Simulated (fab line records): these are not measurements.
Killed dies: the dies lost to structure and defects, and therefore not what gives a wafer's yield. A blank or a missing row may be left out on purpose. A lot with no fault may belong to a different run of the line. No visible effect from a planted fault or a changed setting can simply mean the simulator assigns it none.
fab line records + flow n5Finfet + part 2 of 2: steps 5 to 6 of 6
record:
- lots: 23
- wafers: 69
- lastDay: 18
route steps=1938 shown BEOL_M0_SAQP@632 BEOL_M0@715
lots with no fault: from the same line, run without faults
startH: hours from the record's first day to the start of the lot's first wafer shown + waitH: hours elapsed since this lot's preceding step + " identical to the entry in the row above + L1.1+2: one row covering several wafers at once + - no value, or no start given + * or withheld: withheld + < > ~ a bound
route shown NAME@n: names a module that has steps shown in the file, with the first one's number in the route + usual: mean/standard deviation taken from wafers without a fault + same: alike in all rows + chamber/n: place in a boat + sites: each site's reading + _std_site: how widely they spread, as a standard deviation + _edge_site: the outer-site mean with the inner-site mean subtracted + radiusMm: how far each site lies from the wafer's centre + mask NAME#n: copy n + behind: tool/chamber where the wafer was last shaped + hold: why the lot went on hold/how many hours it stayed there/how the hold came to an end + device: whichever transistor did not switch (one of n, p or np) + end of line: tests of these same wafers at the route's end + for a step that has no rows: nothing shown but its recipe + killed: at the first sort, the dies lost to defects and structure; wafer yield is something else + map: dies across one wafer; x = killed, . = not, _ = none there
set.NAME: the setting as run; set.NAME@STEP: as run at that earlier step + model.NAME: the simulator's own value behind a step, which no gauge read
a sample of lots followed through the steps of the route, with each step as a table and each wafer as a row
services: from which hour (startH, from the record's first day; less than 0 if before it) a tool's chamber was out of use, for how many hours, and why
== steps ==
step: N5_BEOL_M0_ETCH_138
recipe:
- chemistry: CH3F/O2
- targetDepthA: 120
- target: SiCN
- timeS: 31.6
- ionEnergyEv: 120
- pressureMtorr: 30
- sourceW: 395
- biasW: 75
- Ar_flow_sccm: 150
- CH3F_flow_sccm: 30
- O2_flow_sccm: 20
- ends: cleared
usual:
- drypumpMotorCurrentA: 5.8/0.42
- etchRfOnTimeS: 29.1/0.75
- oesProductAu: 0.67/0.064
- rfVppV: 297.8/1.9
- showerheadPlenumPTorr: 2.02/0.079
- throttleValvePct: 16.33/0.23
| lot.wafer | tool       | chamber | startH | waitH | drypumpMotorCurrentA | etchRfOnTimeS | oesProductAu | rfHoursCounterH | rfVppV | showerheadPlenumPTorr | throttleValvePct |
|-----------|------------|---------|--------|-------|----------------------|---------------|--------------|-----------------|--------|-----------------------|------------------|
| L075.1    | rieDiel-01 | 3       | 125.90 | 0.0   | 6.2                  | 29.1          | 0.67         | 111             | 299.5  | 2.09                  | 16.23            |
| L075.2    | "          | 1       | "      | "     | 5.6                  | 28.4          | 0.76         | 30              | 298.8  | 2.12                  | 16.03            |
| L075.5    | "          | 0       | "      | "     | 5.6                  | 30.1          | 0.65         | -               | 295.7  | 1.92                  | 16.51            |
| L076.2    | rieDiel-02 | 0       | 129.95 | 0.0   | 5.5                  | 28.9          | 0.59         | 236             | 295.6  | 1.89                  | 16.36            |
| L076.4    | "          | 2       | "      | "     | 6.1                  | 28.7          | 0.69         | 91              | 299.7  | 2.11                  | 16.14            |
| L076.5    | "          | 0       | "      | "     | 5.5                  | 29.6          | 0.59         | -               | 294.1  | 1.89                  | 16.33            |
| L077.3    | rieDiel-01 | 2       | 133.82 | 0.0   | 5.0                  | 28.7          | 0.60         | 220             | 298.8  | 2.06                  | 16.67            |
| L077.5    | "          | 0       | "      | "     | 5.6                  | 29.7          | 0.64         | -               | 294.7  | 1.92                  | 16.53            |
| L077.6    | "          | 3       | "      | "     | 6.2                  | 29.6          | 0.67         | -               | 298.9  | 2.09                  | 16.24            |
| L078.1    | rieDiel-06 | 2       | 140.43 | 0.0   | 5.5                  | 28.2          | 0.64         | 164             | 298.3  | 2.08                  | 16.65            |
| L078.4    | "          | 3       | "      | "     | 6.4                  | 29.9          | 0.66         | 121             | 298.4  | 2.01                  | 16.53            |
| L078.5    | "          | 3       | "      | "     | 6.4                  | 29.4          | 0.66         | -               | 296.8  | 2.01                  | 16.53            |
| L079.1    | rieDiel-02 | 1       | 143.13 | 0.0   | 6.5                  | 27.4          | 0.61         | 208             | 299.8  | 2.06                  | 16.39            |
| L079.3    | "          | 3       | "      | "     | 5.9                  | 27.8          | 0.66         | 123             | 296.8  | 1.93                  | 16.16            |
| L079.5    | "          | 2       | "      | "     | 6.1                  | 28.7          | 0.69         | -               | 299.8  | 2.11                  | 16.16            |
| L080.2    | rieDiel-01 | 1       | 153.42 | 0.0   | 5.6                  | 28.1          | 0.74         | 42              | 298.9  | 2.12                  | 16.08            |
| L080.5    | "          | 3       | "      | "     | 6.2                  | 29.8          | 0.66         | -               | 300.6  | 2.09                  | 16.25            |
| L080.6    | "          | 0       | "      | "     | 5.6                  | 28.7          | 0.63         | -               | 296.2  | 1.92                  | 16.53            |
| L081.1    | rieDiel-02 | 1       | 156.41 | 0.0   | 6.5                  | 28.5          | 0.61         | 213             | 299.6  | 2.06                  | 16.39            |
| L081.2    | "          | 3       | "      | "     | 5.8                  | 29.0          | 0.65         | 129             | 295.3  | 1.93                  | 16.18            |
| L081.3    | "          | 2       | "      | "     | 6.1                  | 28.7          | 0.67         | 102             | 299.3  | 2.11                  | 16.20            |
| L082.1    | rieDiel-06 | 0       | 164.13 | 0.0   | 5.7                  | 28.4          | 0.78         | 18              | 295.6  | 1.96                  | 16.05            |
| L082.3    | "          | 1       | "      | "     | 5.0                  | 28.6          | 0.79         | 12              | 295.9  | 1.96                  | 16.09            |
| L082.5    | "          | 3       | "      | "     | 6.4                  | 29.6          | 0.65         | -               | 296.4  | 2.01                  | 16.54            |
| L084.1    | rieDiel-01 | 3       | 172.76 | 0.0   | 6.2                  | 28.7          | 0.66         | 126             | 299.9  | 2.09                  | 16.26            |
| L084.3    | "          | 2       | "      | "     | 5.0                  | 29.5          | 0.60         | 236             | 299.4  | 2.05                  | 16.70            |
| L084.6    | "          | 0       | "      | "     | 5.6                  | 29.9          | 0.63         | -               | 296.7  | 1.92                  | 16.57            |
| L083.2    | rieDiel-01 | 2       | 174.85 | 0.0   | 5.1                  | 29.6          | 0.59         | 236             | 297.9  | 2.06                  | 16.69            |
| L083.5    | "          | 3       | "      | "     | 6.2                  | 29.8          | 0.65         | -               | 299.1  | 2.09                  | 16.28            |
| L083.6    | "          | 0       | "      | "     | 5.6                  | 30.3          | 0.62         | -               | 295.7  | 1.92                  | 16.55            |
| L085.2    | rieDiel-01 | 0       | 181.14 | 0.0   | 5.7                  | 29.6          | 0.63         | 179             | 295.5  | 1.92                  | 16.54            |
| L085.5    | "          | 3       | "      | "     | 6.2                  | 30.7          | 0.66         | -               | 300.0  | 2.09                  | 16.26            |
| L085.6    | "          | 0       | "      | "     | 5.6                  | 30.7          | 0.63         | -               | 295.3  | 1.92                  | 16.55            |
| L086.3    | rieDiel-01 | 3       | 185.63 | 0.0   | 6.2                  | 29.0          | 0.66         | 131             | 298.8  | 2.09                  | 16.29            |
| L086.4    | "          | 1       | "      | "     | 5.6                  | 28.9          | 0.73         | -               | 300.3  | 2.11                  | 16.09            |
| L086.5    | "          | 0       | "      | "     | 5.7                  | 30.3          | 0.63         | -               | 296.7  | 1.91                  | 16.57            |
| L087.1    | rieDiel-01 | 3       | 189.97 | 0.0   | 6.2                  | 28.6          | 0.65         | 133             | 297.8  | 2.08                  | 16.28            |
| L087.4    | "          | 3       | "      | "     | 6.2                  | 29.4          | 0.66         | -               | 298.9  | 2.08                  | 16.28            |
| L087.5    | "          | 1       | "      | "     | 5.6                  | 29.1          | 0.72         | -               | 299.8  | 2.11                  | 16.09            |
| L088.2    | rieDiel-02 | 2       | 196.07 | 0.0   | 6.1                  | 28.4          | 0.66         | 117             | 299.7  | 2.10                  | 16.20            |
| L088.3    | "          | 0       | "      | "     | 5.5                  | 27.7          | 0.83         | 4               | 299.2  | 2.13                  | 15.92            |
| L088.5    | "          | 0       | "      | "     | 5.5                  | 28.6          | 0.83         | -               | 300.0  | 2.13                  | 15.93            |
| L089.1    | rieDiel-01 | 1       | 204.89 | 0.0   | 5.6                  | 28.6          | 0.71         | 65              | 299.3  | 2.11                  | 16.11            |
| L089.2    | "          | 3       | "      | "     | 6.2                  | 29.2          | 0.64         | 140             | 298.2  | 2.08                  | 16.30            |
| L089.4    | "          | 2       | "      | "     | 5.0                  | 29.7          | 0.59         | 240             | 299.3  | 2.05                  | 16.71            |
| L090.1    | rieDiel-02 | 1       | 208.02 | 0.0   | 6.5                  | 28.3          | 0.60         | 232             | 298.4  | 2.05                  | 16.44            |
| L090.2    | "          | 2       | "      | "     | 6.1                  | 28.0          | 0.66         | 123             | 298.4  | 2.10                  | 16.21            |
| L090.3    | "          | 0       | "      | "     | 5.5                  | 27.3          | 0.81         | 9               | 300.3  | 2.13                  | 15.94            |
| L091.3    | rieDiel-02 | 0       | 214.19 | 0.0   | 5.5                  | 29.0          | 0.81         | 12              | 299.9  | 2.13                  | 15.93            |
| L091.4    | "          | 1       | "      | "     | 6.5                  | 30.4          | 0.59         | 234             | 298.7  | 2.05                  | 16.44            |
| L091.6    | "          | 1       | "      | "     | 6.5                  | 31.0          | 0.59         | -               | 299.1  | 2.05                  | 16.45            |
| L092.4    | rieDiel-01 | 0       | 225.93 | 0.0   | 5.6                  | 29.1          | 0.62         | 198             | 294.4  | 1.91                  | 16.61            |
| L092.5    | "          | 3       | "      | "     | 6.2                  | 28.9          | 0.65         | -               | 298.7  | 2.08                  | 16.32            |
| L092.6    | "          | 0       | "      | "     | 5.6                  | 29.5          | 0.62         | -               | 295.2  | 1.91                  | 16.61            |
| L093.1    | rieDiel-02 | 1       | 230.11 | 0.0   | 6.5                  | 28.5          | 0.59         | 239             | 298.7  | 2.05                  | 16.44            |
| L093.4    | "          | 0       | "      | "     | 5.5                  | 28.6          | 0.79         | 16              | 299.4  | 2.13                  | 15.94            |
| L093.6    | "          | 3       | "      | "     | 5.9                  | 29.7          | 0.62         | -               | 294.0  | 1.92                  | 16.22            |
| L094.1    | rieDiel-06 | 1       | 233.50 | 0.0   | 5.0                  | 28.5          | 0.75         | 34              | 296.2  | 1.96                  | 16.13            |
| L094.2    | "          | 2       | "      | "     | 5.4                  | 30.0          | 0.62         | 193             | 299.8  | 2.07                  | 16.69            |
| L094.3    | "          | 0       | "      | "     | 5.7                  | 27.7          | 0.76         | 40              | 296.5  | 1.95                  | 16.08            |
| L095.1    | rieDiel-06 | 3       | 241.06 | 0.0   | 6.4                  | 28.2          | 0.64         | 152             | 296.8  | 2.00                  | 16.58            |
| L095.2    | "          | 2       | "      | "     | 5.4                  | 29.1          | 0.62         | 194             | 299.2  | 2.07                  | 16.71            |
| L095.3    | "          | 1       | "      | "     | 5.0                  | 28.3          | 0.74         | 36              | 296.3  | 1.96                  | 16.12            |
| L096.1    | rieDiel-01 | 0       | 246.42 | 0.0   | 5.6                  | 29.2          | 0.60         | 208             | 294.9  | 1.91                  | 16.62            |
| L096.3    | "          | 1       | "      | "     | 5.6                  | 28.1          | 0.70         | 82              | 299.6  | 2.10                  | 16.13            |
| L096.4    | "          | 3       | "      | "     | 6.2                  | 29.7          | 0.64         | -               | 300.0  | 2.08                  | 16.34            |
| L097.1    | rieDiel-06 | 1       | 251.25 | 0.0   | 5.0                  | 27.8          | 0.74         | 41              | 297.0  | 1.95                  | 16.15            |
| L097.3    | "          | 0       | "      | "     | 5.7                  | 28.6          | 0.74         | 48              | 297.1  | 1.95                  | 16.10            |
| L097.6    | "          | 2       | "      | "     | 5.4                  | 28.6          | 0.62         | -               | 298.5  | 2.06                  | 16.71            |
step: N5_BEOL_M0_STRIP_142
recipe:
- chemistry: N2/H2
- timeS: 10
- powerW: 450
- tempC: 40
- pressureMtorr: 20
- rfFrequencyHz: 6e+07
- biasPowerW: 7
- n2FlowSccm: 200
- h2FlowSccm: 200
usual:
- biasPowerW: 6.999/0.02
- drypumpMotorCurrentA: 5.8/0.45
- oesProductAu: 0.79/0.09
- rfVppV: 59.1/0.91
- showerheadPlenumPTorr: 2.56/0.1
- throttleValvePct: 23.66/0.29
same:
- timeS: 10
| lot.wafer | tool       | chamber | startH | waitH | biasPowerW | drypumpMotorCurrentA | oesProductAu | rfHoursCounterH | rfVppV | showerheadPlenumPTorr | throttleValvePct |
|-----------|------------|---------|--------|-------|------------|----------------------|--------------|-----------------|--------|-----------------------|------------------|
| L075.1    | rieDiel-02 | 1       | 126.96 | 0.0   | 6.988      | 6.5                  | 0.71         | 202             | 59.2   | 2.63                  | 23.76            |
| L075.2    | "          | 0       | "      | "     | 6.982      | 5.5                  | 0.69         | 235             | 58.2   | 2.40                  | 23.69            |
| L075.5    | "          | 0       | "      | "     | 6.957      | 5.5                  | 0.69         | -               | 58.9   | 2.40                  | 23.69            |
| L076.2    | rieDiel-06 | 0       | 132.96 | 0.0   | 6.991      | 5.7                  | 0.96         | 8               | 56.7   | 2.49                  | 23.48            |
| L076.4    | "          | 1       | "      | "     | 7.005      | 5.0                  | 0.96         | 2               | 58.1   | 2.48                  | 23.25            |
| L076.5    | "          | 0       | "      | "     | 6.996      | 5.7                  | 0.96         | -               | 58.2   | 2.49                  | 23.49            |
| L077.3    | rieDiel-01 | 3       | 135.05 | 0.0   | 6.991      | 6.2                  | 0.79         | 115             | 59.1   | 2.66                  | 23.68            |
| L077.5    | "          | 0       | "      | "     | 7.007      | 5.7                  | 0.75         | -               | 59.1   | 2.43                  | 23.83            |
| L077.6    | "          | 1       | "      | "     | 6.970      | 5.6                  | 0.89         | -               | 59.3   | 2.70                  | 23.34            |
| L078.1    | rieDiel-02 | 2       | 141.72 | 0.0   | 6.970      | 6.1                  | 0.80         | 95              | 58.9   | 2.67                  | 23.50            |
| L078.4    | "          | 3       | "      | "     | 6.990      | 5.9                  | 0.76         | 122             | 60.1   | 2.45                  | 23.34            |
| L078.5    | "          | 1       | "      | "     | 7.023      | 6.5                  | 0.72         | -               | 58.6   | 2.63                  | 23.80            |
| L079.1    | rieDiel-02 | 3       | 151.60 | 0.0   | 7.015      | 5.9                  | 0.75         | 127             | 60.1   | 2.44                  | 23.33            |
| L079.3    | "          | 1       | "      | "     | 6.999      | 6.5                  | 0.71         | 211             | 59.9   | 2.63                  | 23.79            |
| L079.5    | "          | 0       | "      | "     | 6.994      | 5.5                  | 0.68         | -               | 59.0   | 2.39                  | 23.69            |
| L080.2    | rieDiel-06 | 3       | 156.68 | 0.0   | 6.976      | 6.4                  | 0.77         | 126             | 59.5   | 2.56                  | 24.25            |
| L080.5    | "          | 3       | "      | "     | 6.977      | 6.4                  | 0.78         | -               | 58.7   | 2.56                  | 24.27            |
| L080.6    | "          | 0       | "      | "     | 7.006      | 5.7                  | 0.93         | -               | 58.0   | 2.49                  | 23.49            |
| L081.1    | rieDiel-02 | 1       | 157.04 | 0.0   | 6.995      | 6.5                  | 0.71         | 214             | 59.5   | 2.63                  | 23.81            |
| L081.2    | "          | 2       | "      | "     | 6.978      | 6.1                  | 0.79         | 102             | 59.1   | 2.66                  | 23.52            |
| L081.3    | "          | 3       | "      | "     | 7.021      | 5.8                  | 0.75         | 129             | 58.7   | 2.44                  | 23.34            |
| L082.1    | rieDiel-01 | 1       | 167.79 | 0.0   | 7.026      | 5.6                  | 0.87         | 48              | 59.5   | 2.69                  | 23.36            |
| L082.3    | "          | 3       | "      | "     | 6.986      | 6.2                  | 0.77         | 124             | 60.0   | 2.66                  | 23.69            |
| L082.5    | "          | 3       | "      | "     | 6.991      | 6.2                  | 0.77         | -               | 59.6   | 2.66                  | 23.68            |
| L084.1    | rieDiel-06 | 2       | 173.43 | 0.0   | 7.018      | 5.4                  | 0.74         | 173             | 58.7   | 2.63                  | 24.06            |
| L084.3    | "          | 1       | "      | "     | 6.985      | 5.0                  | 0.91         | 15              | 59.2   | 2.48                  | 23.26            |
| L084.6    | "          | 1       | "      | "     | 6.955      | 5.0                  | 0.91         | -               | 58.1   | 2.48                  | 23.29            |
| L083.2    | rieDiel-01 | 2       | 179.33 | 0.0   | 6.969      | 5.1                  | 0.69         | 238             | 59.8   | 2.61                  | 24.02            |
| L083.5    | "          | 3       | "      | "     | 7.012      | 6.2                  | 0.77         | -               | 61.4   | 2.66                  | 23.67            |
| L083.6    | "          | 0       | "      | "     | 6.993      | 5.7                  | 0.73         | -               | 58.2   | 2.42                  | 23.85            |
| L085.2    | rieDiel-01 | 2       | 182.92 | 0.0   | 7.017      | 5.0                  | 0.69         | 239             | 59.5   | 2.61                  | 24.00            |
| L085.5    | "          | 1       | "      | "     | 6.992      | 5.6                  | 0.85         | -               | 59.5   | 2.69                  | 23.37            |
| L085.6    | "          | 0       | "      | "     | 6.996      | 5.6                  | 0.73         | -               | 58.2   | 2.42                  | 23.85            |
| L086.3    | rieDiel-06 | 0       | 189.10 | 0.0   | 7.012      | 5.7                  | 0.92         | 25              | 58.4   | 2.49                  | 23.52            |
| L086.4    | "          | 3       | "      | "     | 6.983      | 6.4                  | 0.77         | 135             | 57.0   | 2.55                  | 24.25            |
| L086.5    | "          | 0       | "      | "     | 7.016      | 5.7                  | 0.92         | -               | 59.5   | 2.49                  | 23.53            |
| L087.1    | rieDiel-06 | 3       | 193.16 | 0.0   | 7.014      | 6.4                  | 0.77         | 137             | 60.4   | 2.55                  | 24.26            |
| L087.4    | "          | 2       | "      | "     | 6.970      | 5.5                  | 0.74         | 179             | 59.3   | 2.63                  | 24.05            |
| L087.5    | "          | 0       | "      | "     | 6.966      | 5.7                  | 0.92         | -               | 59.3   | 2.49                  | 23.51            |
| L088.2    | rieDiel-02 | 0       | 198.75 | 0.0   | 6.983      | 5.5                  | 0.98         | 5               | 60.1   | 2.71                  | 23.40            |
| L088.3    | "          | 2       | "      | "     | 7.025      | 6.1                  | 0.78         | -               | 59.6   | 2.66                  | 23.53            |
| L088.5    | "          | 2       | "      | "     | 6.988      | 6.1                  | 0.77         | -               | 59.5   | 2.66                  | 23.56            |
| L089.1    | rieDiel-02 | 3       | 206.93 | 0.0   | 7.000      | 5.9                  | 0.75         | 145             | 59.8   | 2.44                  | 23.37            |
| L089.2    | "          | 1       | "      | "     | 7.006      | 6.5                  | 0.69         | 231             | 58.6   | 2.62                  | 23.83            |
| L089.4    | "          | 2       | "      | "     | 6.988      | 6.1                  | 0.77         | 122             | 59.6   | 2.66                  | 23.56            |
| L090.1    | rieDiel-02 | 2       | 212.15 | 0.0   | 6.997      | 6.1                  | 0.77         | 124             | 59.1   | 2.65                  | 23.55            |
| L090.2    | "          | 3       | "      | "     | 7.028      | 5.9                  | 0.75         | 147             | 59.1   | 2.43                  | 23.39            |
| L090.3    | "          | 1       | "      | "     | 7.037      | 6.5                  | 0.69         | 233             | 61.1   | 2.62                  | 23.82            |
| L091.3    | rieDiel-02 | 3       | 215.83 | 0.0   | 6.996      | 5.9                  | 0.74         | 149             | 58.7   | 2.43                  | 23.38            |
| L091.4    | "          | 1       | "      | "     | 7.023      | 6.5                  | 0.69         | 235             | 58.9   | 2.62                  | 23.83            |
| L091.6    | "          | 2       | "      | "     | 6.981      | 6.1                  | 0.76         | -               | 59.2   | 2.65                  | 23.55            |
| L092.4    | rieDiel-02 | 2       | 226.45 | 0.0   | 6.992      | 6.1                  | 0.77         | 129             | 59.1   | 2.65                  | 23.57            |
| L092.5    | "          | 0       | "      | "     | 6.981      | 5.5                  | 0.93         | -               | 59.7   | 2.71                  | 23.41            |
| L092.6    | "          | 1       | "      | "     | 6.986      | 6.5                  | 0.69         | -               | 59.0   | 2.62                  | 23.82            |
| L093.1    | rieDiel-02 | 3       | 231.46 | 0.0   | 6.972      | 5.9                  | 0.73         | 153             | 58.3   | 2.43                  | 23.38            |
| L093.4    | "          | 1       | "      | "     | 6.959      | 6.5                  | 0.69         | 240             | 59.1   | 2.61                  | 23.83            |
| L093.6    | "          | 2       | "      | "     | 7.017      | 6.1                  | 0.76         | -               | 57.3   | 2.65                  | 23.56            |
| L094.1    | rieDiel-02 | 2       | 234.51 | 0.0   | 6.999      | 6.1                  | 0.77         | 132             | 59.3   | 2.65                  | 23.58            |
| L094.2    | "          | 1       | "      | "     | 6.972      | 6.5                  | 0.69         | 240             | 58.9   | 2.61                  | 23.83            |
| L094.3    | "          | 3       | "      | "     | 6.999      | 5.9                  | 0.74         | 155             | 59.6   | 2.43                  | 23.38            |
| L095.1    | rieDiel-06 | 2       | 243.87 | 0.0   | 6.993      | 5.5                  | 0.72         | 196             | 58.3   | 2.62                  | 24.10            |
| L095.2    | "          | 3       | "      | "     | 7.007      | 6.4                  | 0.75         | 154             | 58.3   | 2.54                  | 24.28            |
| L095.3    | "          | 0       | "      | "     | 7.021      | 5.7                  | 0.87         | 43              | 60.2   | 2.48                  | 23.53            |
| L096.1    | rieDiel-01 | 0       | 247.54 | 0.0   | 7.060      | 5.6                  | 0.70         | 209             | 58.9   | 2.41                  | 23.91            |
| L096.3    | "          | 1       | "      | "     | 6.992      | 5.6                  | 0.82         | 82              | 60.6   | 2.68                  | 23.42            |
| L096.4    | "          | 3       | "      | "     | 6.992      | 6.2                  | 0.75         | -               | 59.9   | 2.64                  | 23.71            |
| L097.1    | rieDiel-06 | 3       | 254.66 | 0.0   | 7.009      | 6.4                  | 0.75         | 160             | 59.4   | 2.54                  | 24.29            |
| L097.3    | "          | 2       | "      | "     | 6.993      | 5.4                  | 0.72         | 201             | 60.4   | 2.62                  | 24.09            |
| L097.6    | "          | 2       | "      | "     | 7.000      | 5.4                  | 0.71         | -               | 59.4   | 2.62                  | 24.08            |
== services ==
| tool       | chamber | startH | hours | kind                         |
|------------|---------|--------|-------|------------------------------|
| pecvd-01   | 1       | 145.26 | 4.8   | repair                       |
| pecvd-04   | -       | 147.46 | 1.8   | repair                       |
| rieDiel-06 | -       | 152.14 | 4.3   | pm                           |
| rieDiel-04 | 3       | 158.32 | 14.6  | repair                       |
| rieDiel-02 | -       | 161.27 | 0.4   | repair                       |
| rieDiel-03 | 2       | 166.17 | 6.7   | repair                       |
| rieDiel-02 | 0       | 168.03 | -     | clean                        |
| rieDiel-02 | 0       | 168.03 | -     | consumableReplace:focusRing  |
| rieDiel-02 | 0       | 168.03 | -     | consumableReplace:showerhead |
| rieDiel-02 | 0       | 168.03 | 16.3  | scheduledDown                |
| rieDiel-02 | 0       | 168.03 | 16.3  | ventCycle                    |
| rieDiel-01 | 2       | 185.30 | 17.7  | repair                       |
| rieDiel-04 | 3       | 193.36 | 5.3   | repair                       |
| rieDiel-02 | 1       | 195.81 | 5.5   | repair                       |
| rieDiel-02 | 3       | 198.03 | 6.0   | repair                       |
| rieDiel-04 | 3       | 210.71 | 1.6   | repair                       |
| pecvd-02   | -       | 227.83 | 0.8   | repair                       |
| rieDiel-01 | 2       | 231.57 | -     | clean                        |
| rieDiel-01 | 2       | 231.57 | -     | consumableReplace:focusRing  |
| rieDiel-01 | 2       | 231.57 | 32.8  | scheduledDown                |
| rieDiel-01 | 2       | 231.57 | 32.8  | ventCycle                    |
| pecvd-04   | 2       | 239.49 | 10.0  | repair                       |
| rieDiel-02 | -       | 241.53 | 15.6  | pm                           |
| rieDiel-05 | 1       | 245.40 | 1.7   | repair                       |
